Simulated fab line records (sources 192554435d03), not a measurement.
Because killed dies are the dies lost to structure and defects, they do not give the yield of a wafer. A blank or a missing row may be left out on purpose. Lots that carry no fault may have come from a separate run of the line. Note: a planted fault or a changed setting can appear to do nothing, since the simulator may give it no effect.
Split-lot experiment :: flow n5 finfet :: 21 wafers read across 7 lots, on a route 1938 steps long

## ABOUT THE SPLIT
At N5_MOL_CONTACT_COAG_COAT_104 (time 60 s, resist thk 12 nm), the setting spin rpm was moved away from the recipe's 1500 rpm on 5 of the 21 wafers read, by -9.2% to +10.5%. All remaining wafers had this setting at the recipe value.

The file shows no step between the split and the reading.

## THE READING
CAR-EUV_of_MOL_CONTACT_COAG_COAT_02.thk nm (the simulator's own value, which no gauge read), in nm, at N5_MOL_CONTACT_COAG_ETCH_105 (etches SiARC in CF4, target depth 15.6 nm, time 26 s). The file gives no usual value for it. Across the 16 wafers here that went through the recipe, the average is 5.4 nm and the standard deviation 0.13 nm.

wafer: L078.2
tool, chamber at the split: litho track-01, 0
spin rpm as run, rpm: 1618
against the recipe: +7.9%
CAR-EUV_of_MOL_CONTACT_COAG_COAT_02.thk nm, nm: 5.6
against lot-mates on the recipe: +0.4

wafer: L078.3
tool, chamber at the split: litho track-01, 0
spin rpm as run, rpm: 1500
against the recipe: recipe
CAR-EUV_of_MOL_CONTACT_COAG_COAT_02.thk nm, nm: 5.2
against lot-mates on the recipe: -

wafer: L078.5
tool, chamber at the split: litho track-01, 0
spin rpm as run, rpm: 1618
against the recipe: +7.9%
CAR-EUV_of_MOL_CONTACT_COAG_COAT_02.thk nm, nm: 5.6
against lot-mates on the recipe: +0.4

wafer: L085.1
tool, chamber at the split: litho track-01, 0
spin rpm as run, rpm: 1500
against the recipe: recipe
CAR-EUV_of_MOL_CONTACT_COAG_COAT_02.thk nm, nm: 5.4
against lot-mates on the recipe: -

wafer: L085.4
tool, chamber at the split: litho track-01, 0
spin rpm as run, rpm: 1500
against the recipe: recipe
CAR-EUV_of_MOL_CONTACT_COAG_COAT_02.thk nm, nm: 5.2
against lot-mates on the recipe: -

wafer: L085.5
tool, chamber at the split: litho track-01, 0
spin rpm as run, rpm: 1500
against the recipe: recipe
CAR-EUV_of_MOL_CONTACT_COAG_COAT_02.thk nm, nm: 5.2
against lot-mates on the recipe: -

wafer: L086.1
tool, chamber at the split: litho track-05, 0
spin rpm as run, rpm: 1394
against the recipe: -7.1%
CAR-EUV_of_MOL_CONTACT_COAG_COAT_02.thk nm, nm: 5
against lot-mates on the recipe: -0.4

wafer: L086.5
tool, chamber at the split: litho track-05, 0
spin rpm as run, rpm: 1500
against the recipe: recipe
CAR-EUV_of_MOL_CONTACT_COAG_COAT_02.thk nm, nm: 5.4
against lot-mates on the recipe: -

wafer: L086.6
tool, chamber at the split: litho track-05, 0
spin rpm as run, rpm: 1500
against the recipe: recipe
CAR-EUV_of_MOL_CONTACT_COAG_COAT_02.thk nm, nm: 5.4
against lot-mates on the recipe: -

wafer: L092.1
tool, chamber at the split: litho track-05, 0
spin rpm as run, rpm: 1500
against the recipe: recipe
CAR-EUV_of_MOL_CONTACT_COAG_COAT_02.thk nm, nm: 5.6
against lot-mates on the recipe: -

wafer: L092.4
tool, chamber at the split: litho track-05, 0
spin rpm as run, rpm: 1500
against the recipe: recipe
CAR-EUV_of_MOL_CONTACT_COAG_COAT_02.thk nm, nm: 5.4
against lot-mates on the recipe: -

wafer: L092.6
tool, chamber at the split: litho track-05, 0
spin rpm as run, rpm: 1500
against the recipe: recipe
CAR-EUV_of_MOL_CONTACT_COAG_COAT_02.thk nm, nm: 5.4
against lot-mates on the recipe: -

wafer: L093.2
tool, chamber at the split: litho track-05, 0
spin rpm as run, rpm: 1657
against the recipe: +10.5%
CAR-EUV_of_MOL_CONTACT_COAG_COAT_02.thk nm, nm: 5.8
against lot-mates on the recipe: +0.3

wafer: L093.4
tool, chamber at the split: litho track-05, 0
spin rpm as run, rpm: 1500
against the recipe: recipe
CAR-EUV_of_MOL_CONTACT_COAG_COAT_02.thk nm, nm: 5.6
against lot-mates on the recipe: -

wafer: L093.6
tool, chamber at the split: litho track-05, 0
spin rpm as run, rpm: 1500
against the recipe: recipe
CAR-EUV_of_MOL_CONTACT_COAG_COAT_02.thk nm, nm: 5.4
against lot-mates on the recipe: -

wafer: L094.2
tool, chamber at the split: litho track-05, 0
spin rpm as run, rpm: 1500
against the recipe: recipe
CAR-EUV_of_MOL_CONTACT_COAG_COAT_02.thk nm, nm: 5.4
against lot-mates on the recipe: -

wafer: L094.3
tool, chamber at the split: litho track-05, 0
spin rpm as run, rpm: 1500
against the recipe: recipe
CAR-EUV_of_MOL_CONTACT_COAG_COAT_02.thk nm, nm: 5.6
against lot-mates on the recipe: -

wafer: L094.6
tool, chamber at the split: litho track-05, 0
spin rpm as run, rpm: 1362
against the recipe: -9.2%
CAR-EUV_of_MOL_CONTACT_COAG_COAT_02.thk nm, nm: 5
against lot-mates on the recipe: -0.5

wafer: L096.1
tool, chamber at the split: litho track-03, 0
spin rpm as run, rpm: 1500
against the recipe: recipe
CAR-EUV_of_MOL_CONTACT_COAG_COAT_02.thk nm, nm: 5.4
against lot-mates on the recipe: -

wafer: L096.2
tool, chamber at the split: litho track-03, 0
spin rpm as run, rpm: 1500
against the recipe: recipe
CAR-EUV_of_MOL_CONTACT_COAG_COAT_02.thk nm, nm: 5.6
against lot-mates on the recipe: -

wafer: L096.3
tool, chamber at the split: litho track-03, 0
spin rpm as run, rpm: 1500
against the recipe: recipe
CAR-EUV_of_MOL_CONTACT_COAG_COAT_02.thk nm, nm: 5.4
against lot-mates on the recipe: -

THE FIT
A straight line over all 21 wafers: CAR-EUV_of_MOL_CONTACT_COAG_COAT_02.thk nm changes by +0.0378 nm for each +1% of spin rpm; r = +0.79; the points scatter about the line by 0.13 nm.
The same after taking each lot's own level away (the mean of its wafers on the recipe; 21 wafers): +0.0462 nm for each +1%; r = +0.91; scatter 0.093 nm.
That fit puts the effect of the largest move of spin rpm on the reading at 0.48 nm.
The lots' own levels span 5.20 to 5.50 nm, that is 2.3 times the standard deviation above.
So the lot-to-lot level blurs the effect unless lot-mates are compared.
Check: with one of the wafers moved furthest among these (+10.5%) left out of the fit, the line predicts +0.552 nm for it against its lot-mates. It came out at +0.3 nm against them.

## THESE WAFERS: OTHER SPLITS
Before the reading, these wafers also passed through other splits. Each is held against what the fit with the lots' levels taken away leaves over:
other split on the same wafers: N5_ILD0_ALD_15 ald cycles
wafers away from the commonest value: 4
r with CAR-EUV_of_MOL_CONTACT_COAG_COAT_02.thk nm (lot level and that fit taken away): -0.05

other split on the same wafers: N5_SDB_ALD_29 ald cycles
wafers away from the commonest value: 3
r with CAR-EUV_of_MOL_CONTACT_COAG_COAT_02.thk nm (lot level and that fit taken away): -0.05

other split on the same wafers: N5_GATE_CUT_ALD_22 ald cycles
wafers away from the commonest value: 5
r with CAR-EUV_of_MOL_CONTACT_COAG_COAT_02.thk nm (lot level and that fit taken away): -0.35

## THE WHOLE CHAIN: every reading that the file lists as answering this split, in the file's order
step: N5_MOL_CONTACT_COAG_COAT_104
what it does: time 60 s, resist thk 12 nm
reading: SiARC_of_MOL_CONTACT_COAG_COAT_104.thk nm (the simulator's own value, which no gauge read)
change (the file's fit): -0.0581 nm for each +1% of the setting
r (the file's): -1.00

step: N5_MOL_CONTACT_COAG_ETCH_105
what it does: etches SiARC in CF4, target depth 15.6 nm, time 26 s
reading: etch.depth nm (the simulator's own value, which no gauge read)
change (the file's fit): -0.0599 nm for each +1% of the setting
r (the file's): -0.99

step: N5_MOL_CONTACT_COAG_ETCH_105
what it does: etches SiARC in CF4, target depth 15.6 nm, time 26 s
reading: CAR-EUV_of_MOL_CONTACT_COAG_COAT_02.thk nm (the simulator's own value, which no gauge read)
change (the file's fit): +0.0448 nm for each +1% of the setting
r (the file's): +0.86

## FILE'S OWN FIT
CAR-EUV_of_MOL_CONTACT_COAG_COAT_02.thk nm changes by +0.0448 nm for each +1% of spin rpm, r = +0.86.
